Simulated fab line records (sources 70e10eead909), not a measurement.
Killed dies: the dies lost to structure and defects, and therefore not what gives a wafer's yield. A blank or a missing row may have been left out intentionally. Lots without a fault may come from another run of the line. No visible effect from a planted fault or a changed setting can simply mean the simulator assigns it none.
Struck lot and sound lot, side by side	flow nandHarc	13 steps out of a route of 1302
Sound: these wafers, L599.3, L599.5, L599.6. Wafers struck: L590.4, L590.5, L590.6. The cause is given at the end.
For every step that has rows: the tool of each side, followed by ch and its chambers, followed by its first start. Under that, the readings that differ: sound wafers	struck wafers	difference of the means	sigmas: that difference in standard deviations of wafers without a fault.
alike: a reading whose means differ by less than 2 such deviations, as well as words and numbers matching on both sides. not compared: withheld readings; readings where some wafer has no value; bounds like >300 that might hide an equal value; numbers whose values overlap and for which the record gives no deviation.
Wherever a step has rows on one side only, a row that says differs or no value, or a row with sigmas, the two part there. Numbers that have no deviation but don't overlap get no sigmas and don't part them. Lack of a reading on every wafer of one side parts them only where that side has two or more wafers.

first, 7 steps without rows for these wafers: NHARC_A_STAIRCASE_COAT_435; NHARC_A_STAIRCASE_SOFTBAKE_436 (time 170 s); NHARC_A_STAIRCASE_EBR_437; NHARC_A_STAIRCASE_EXPOSE_438 (exposes mask STAIR REV); NHARC_A_STAIRCASE_PEB_439 (peb time 130 s); NHARC_A_STAIRCASE_DEVELOP_440 (time 140 s); NHARC_A_STAIRCASE_HARDBAKE_442 (time 140 s).
NHARC_A_STAIRCASE_DESCUM_443: chemistry O2, time 3 s.
  sound on rieDiel-01 ch 0,2,3, day 26 09:18; struck on rieDiel-05 ch 0,2,3, day 23 01:34
  alike: drypumpMotorCurrentA, mfcArSccm, oesProductAu, rfVppV, showerheadPlenumPTorr, throttleValvePct
  not compared: rfHoursCounterH
NHARC_A_STAIRCASE_ETCH_444: etches the open film in C4F8/O2, target depth 20400 nm, time 6800 s.
  sound on rieDiel-01 ch 0,3, day 26 10:07; struck on rieDiel-05 ch 0,2,3, day 23 03:36
  alike: oesProductAu, rfVppV
  not compared: rfHoursCounterH
NHARC_A_STAIRCASE_STRIP_446: strips in O2.
  sound on plasmaAsher-01 ch 0,1, day 26 14:58; struck on plasmaAsher-01 ch 0,1, day 23 07:06
  alike: drypumpMotorCurrentA, heaterPowerW, rfReflPowerW, tempC
  not compared: rfHoursCounterH
NHARC_A_STAIRCASE_STRIP_447: strips in SPM, time 900 s.
  sound on wetBench-09 ch 0,2,4, day 26 15:13; struck on wetBench-02 ch 1,4,7, day 23 07:22
  no value came back on the struck wafers for bathGuardTempC (C), bathHeatDutyPct (%), tempC (C); on the sound wafers bathGuardTempC (C) reads 129.5 129.9 130.6
then, 2 steps without rows for these wafers: NHARC_A_STAIRCASE_PRECLEAN_448 (cleans in SC1); NHARC_END_SORT_01.

## WHERE THEY PART
Only at NHARC_A_STAIRCASE_STRIP_447, as far as this record shows.

WHY: the cause the simulator had injected
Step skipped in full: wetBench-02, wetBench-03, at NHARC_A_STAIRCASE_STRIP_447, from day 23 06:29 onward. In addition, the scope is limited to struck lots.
